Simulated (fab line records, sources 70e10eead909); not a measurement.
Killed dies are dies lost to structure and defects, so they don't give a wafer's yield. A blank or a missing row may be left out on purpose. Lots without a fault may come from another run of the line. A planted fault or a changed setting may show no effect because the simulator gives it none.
A struck lot beside a sound one | flow nand_harc | 15 steps out of a route of 1302
Sound: wafers L776.1, L776.4, L776.6. Struck: wafer L781.2. The cause comes at the end.
At each step with rows: each side's tool, then ch and its chambers, then its first start. Under that, the readings that differ: sound wafers | struck wafers | difference of the means | sigmas: that difference in standard deviations of wafers without a fault.
alike: readings whose means differ by less than 2 such deviations, and words and numbers that are the same on both sides. not compared: withheld readings, readings that some wafer has no value for, bounds like >300 that may hide the same value, and numbers for which the record gives no deviation and whose values overlap.
The two part at a step that has a row with sigmas, a row that says differs or no value, or rows on one side only. Numbers that don't overlap but have no deviation are shown without sigmas and don't part them. A reading that every wafer of one side lacks parts them only if that side has two wafers or more.

first, 1 step without rows for these wafers: NHARC_A_ONON_D1_DEP_12 (target thk 1000 nm).
NHARC_A_ONON_D1_THK_MEAS_14: measures by ellipsometry.
  sound on film_metro-01, day 9 21:32; struck on film_metro-02, day 11 13:38
  alike: thk_nm
then, 2 steps without rows for these wafers: NHARC_A_ONON_D1_ANNEAL_15 (time 3600 s); NHARC_A_ONON_D1_DEP_16 (target thk 1000 nm).
NHARC_A_ONON_D1_THK_MEAS_18: measures by ellipsometry.
  sound on film_metro-01, day 10 05:20; struck on film_metro-01, day 11 21:23
  alike: thk_nm
then, 1 step without rows for these wafers: NHARC_A_ONON_D1_DEP_19 (target thk 1000 nm).
NHARC_A_ONON_D1_THK_MEAS_21: measures by ellipsometry.
  sound on film_metro-02, day 10 05:54; struck on film_metro-02, day 11 21:58
  alike: thk_nm
then, 1 step without rows for these wafers: NHARC_A_ONON_D1_DEP_22 (target thk 1000 nm).
NHARC_A_ONON_D1_THK_MEAS_24: measures by ellipsometry.
  sound on film_metro-01, day 10 06:28; struck on film_metro-01, day 11 22:32
  alike: thk_nm
then, 1 step without rows for these wafers: NHARC_A_ONON_D1_DEP_25 (target thk 1000 nm).
NHARC_A_ONON_D1_THK_MEAS_27: measures by ellipsometry.
  sound on film_metro-02, day 10 07:01; struck on film_metro-01, day 11 23:06
  alike: thk_nm
NHARC_A_ONON_D1_DEP_28: target thk 1000 nm.
  sound on pecvd_onon-04 ch 0, day 10 07:05; struck on pecvd_onon-01 ch 0, day 11 23:13
  alike: nh3_flow_sccm
NHARC_A_ONON_D1_THK_MEAS_30: measures by ellipsometry.
  sound on film_metro-02, day 10 07:35; struck on film_metro-02, day 11 23:50
  reading     | sound          | struck | difference | sigmas
  thk_nm (nm) | 1004 1006 1004 | 1563   | +558       | +51
  not compared: hold
NHARC_A_ONON_D1_DEP_33: deposits SiO2, target thk 200 nm.
  sound on pecvd-01 ch 0,1,2, day 10 07:41; struck on pecvd-01 ch 1, day 12 06:02
  reading | sound | struck                   | difference                   | sigmas
  hold    | - - - | await_dispo/6.1h/release | no value on the sound wafers |
  alike: heater_power_w, throttle_valve_pct
-- the record jumps here: 16 days lie between the struck wafers' starts before and after (it left off in module A_ONON_D1 and takes up again in module END, whose first step shown is number 1302 of the route) --
NHARC_END_SORT_01:
  sound on prober-01 ch 0, day 26 23:28; struck on prober-01 ch 0, day 28 14:59
  reading         | sound    | struck | difference | sigmas
  killed_at_array | 69 75 75 | 671    | +598       | +31
  killed_dies     | 70 75 80 | 677    | +602       | +32
  alike: killed_at_other, killed_at_periphery, killed_open, killed_short
  not compared: hold

WHERE THEY PART
First at NHARC_A_ONON_D1_THK_MEAS_30; last, within this record, at NHARC_END_SORT_01.

WHY: what the simulator had put in
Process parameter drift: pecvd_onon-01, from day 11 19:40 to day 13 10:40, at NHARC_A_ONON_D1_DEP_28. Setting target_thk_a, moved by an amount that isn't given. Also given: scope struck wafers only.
